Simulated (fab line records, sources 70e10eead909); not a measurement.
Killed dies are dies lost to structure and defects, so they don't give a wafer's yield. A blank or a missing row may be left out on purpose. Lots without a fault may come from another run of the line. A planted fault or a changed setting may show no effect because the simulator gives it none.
A struck lot beside a sound one | flow nand_harc | 24 steps out of a route of 1302
Sound: wafers L872.1, L872.2, L872.5. Struck: wafers L866.1, L866.2, L866.4. The cause comes at the end.
At each step with rows: each side's tool, then ch and its chambers, then its first start. Under that, the readings that differ: sound wafers | struck wafers | difference of the means | sigmas: that difference in standard deviations of wafers without a fault.
alike: readings whose means differ by less than 2 such deviations, and words and numbers that are the same on both sides. not compared: withheld readings, readings that some wafer has no value for, bounds like >300 that may hide the same value, and numbers for which the record gives no deviation and whose values overlap.
The two part at a step that has a row with sigmas, a row that says differs or no value, or rows on one side only. Numbers that don't overlap but have no deviation are shown without sigmas and don't part them. A reading that every wafer of one side lacks parts them only if that side has two wafers or more.

NHARC_P_M1_INSPECT_27:
  sound on defect_inspect-02, day 10 14:16; struck on defect_inspect-02, day 8 01:29
  alike: raw_defect_count
NHARC_P_M1_PRE_CLEAN_32: time 12 s.
  sound on pecvd-03 ch 0,2, day 10 14:20; struck on pecvd-02 ch 0,1, day 8 01:33
  alike: heater_power_w
NHARC_P_M1_DEP_33: deposits SiCN, target thk 30 nm.
  sound on pecvd-03 ch 0,2, day 10 14:25; struck on pecvd-02 ch 0,1, day 8 01:38
  alike: heater_power_w
then, 8 steps without rows for these wafers: NHARC_P_M2_DEP_00 (deposits SiOC, target thk 182.5 nm); NHARC_P_M2_DEHYDRATE_01 (time 120 s); NHARC_P_M2_HMDS_02 (time 30 s); NHARC_P_M2_COAT_34 (time 65 s); NHARC_P_M2_COAT_03 (resist thk 90 nm); NHARC_P_M2_SOFTBAKE_04 (time 55 s); NHARC_P_M2_EBR_05; NHARC_P_M2_EXPOSE_06 (exposes mask P M2, target cd 170 nm).
NHARC_P_M2_PEB_07: peb time 65 s.
  sound on litho_track-06 ch 0, day 10 15:42; struck on litho_track-04 ch 0, day 8 02:41
then, 1 step without rows for these wafers: NHARC_P_M2_DEVELOP_08 (develop time 35 s).
NHARC_P_M2_CD_MEAS_09: target cd 170 nm.
  sound on cd_sem-02 ch 0, day 10 15:47; struck on cd_sem-02 ch 0, day 8 02:46
  reading    | sound             | struck            | difference | sigmas
  cd_nm (nm) | 169.3 169.4 169.1 | 179.0 179.7 179.5 | +10.1      | +21
NHARC_P_M2_OVL_MEAS_10: pitch 340 nm.
  sound on overlay-02, day 10 15:52; struck on overlay-01, day 8 02:51
  alike: overlay_x_nm, overlay_y_nm
NHARC_P_M2_INSPECT_11:
  sound on defect_inspect-02, day 10 15:54; struck on defect_inspect-02, day 8 02:53
  alike: raw_defect_count
NHARC_P_M2_DESCUM_14: chemistry O2, time 3 s.
  sound on rie_diel-10 ch 0,1,2, day 10 15:58; struck on rie_diel-12 ch 1,2,3, day 8 02:56
  reading               | sound           | struck            | difference | sigmas
  model.P_M2.cd_nm (nm) | 169 168.9 169.1 | 179.1 179.8 179.5 | +10.5      |
  alike: drypump_motor_current_A, o2_flow_sccm, oes_product_au, rf_vpp_V, showerhead_plenum_p_Torr, throttle_valve_pct
  not compared: rf_hours_counter_h
NHARC_P_M2_ETCH_35: etches the open film in N2/H2, target depth 40 nm, overetch 12 nm, time 43.94 s.
  sound on rie_diel-10 ch 0,2, day 10 16:03; struck on rie_diel-12 ch 2,3, day 8 03:03
  alike: bias_w, drypump_motor_current_A, h2_flow_sccm, oes_product_au, rf_vpp_V, showerhead_plenum_p_Torr, throttle_valve_pct
  not compared: rf_hours_counter_h
NHARC_P_M2_ETCH_15: etches the open film in C4F8/Ar, target depth 182.5 nm, time 91.2 s.
  sound on rie_diel-10 ch 0,1,2; struck on rie_diel-12 ch 1,3
  alike: bias_w, oes_product_au, rf_vpp_V
  not compared: rf_hours_counter_h
NHARC_P_M2_CD_MEAS_16:
  sound on cd_sem-01, day 10 16:16; struck on cd_sem-01, day 8 03:17
  reading    | sound             | struck            | difference | sigmas
  cd_nm (nm) | 169.0 168.8 169.5 | 179.0 179.3 179.2 | +10.1      | +17
NHARC_P_M2_STRIP_18: strips in N2/H2.
  sound on rie_diel-13 ch 1,2, day 10 16:20; struck on rie_diel-12 ch 1,2,3, day 8 03:22
  alike: drypump_motor_current_A, h2_flow_sccm, oes_product_au, rf_vpp_V, showerhead_plenum_p_Torr, throttle_valve_pct
  not compared: rf_hours_counter_h
NHARC_P_M2_ETCH_28: etches the open film in CF4/N2, target depth 30 nm, time 72.99 s.
  sound on rie_diel-13 ch 0,1; struck on rie_diel-12 ch 2,3
  reading               | sound           | struck            | difference | sigmas
  model.P_M2.cd_nm (nm) | 169.2 169 169.7 | 179.3 179.3 178.9 | +9.9       |
  alike: bias_w, drypump_motor_current_A, oes_product_au, rf_vpp_V, showerhead_plenum_p_Torr, throttle_valve_pct
  not compared: rf_hours_counter_h
then, 1 step without rows for these wafers: NHARC_P_M2_STRIP_19 (strips in post etch residue remover, time 600 s).
-- the record jumps here: 19 days lie between the struck wafers' starts before and after (it left off in module P_M2 and takes up again in module END, whose first step shown is number 1302 of the route) --
NHARC_END_SORT_01:
  the record has rows for the struck wafers here (prober-01 ch 0, day 26 23:06) and none for the sound ones

WHERE THEY PART
First at NHARC_P_M2_CD_MEAS_09; last, within this record, at NHARC_END_SORT_01.

WHY: what the simulator had put in
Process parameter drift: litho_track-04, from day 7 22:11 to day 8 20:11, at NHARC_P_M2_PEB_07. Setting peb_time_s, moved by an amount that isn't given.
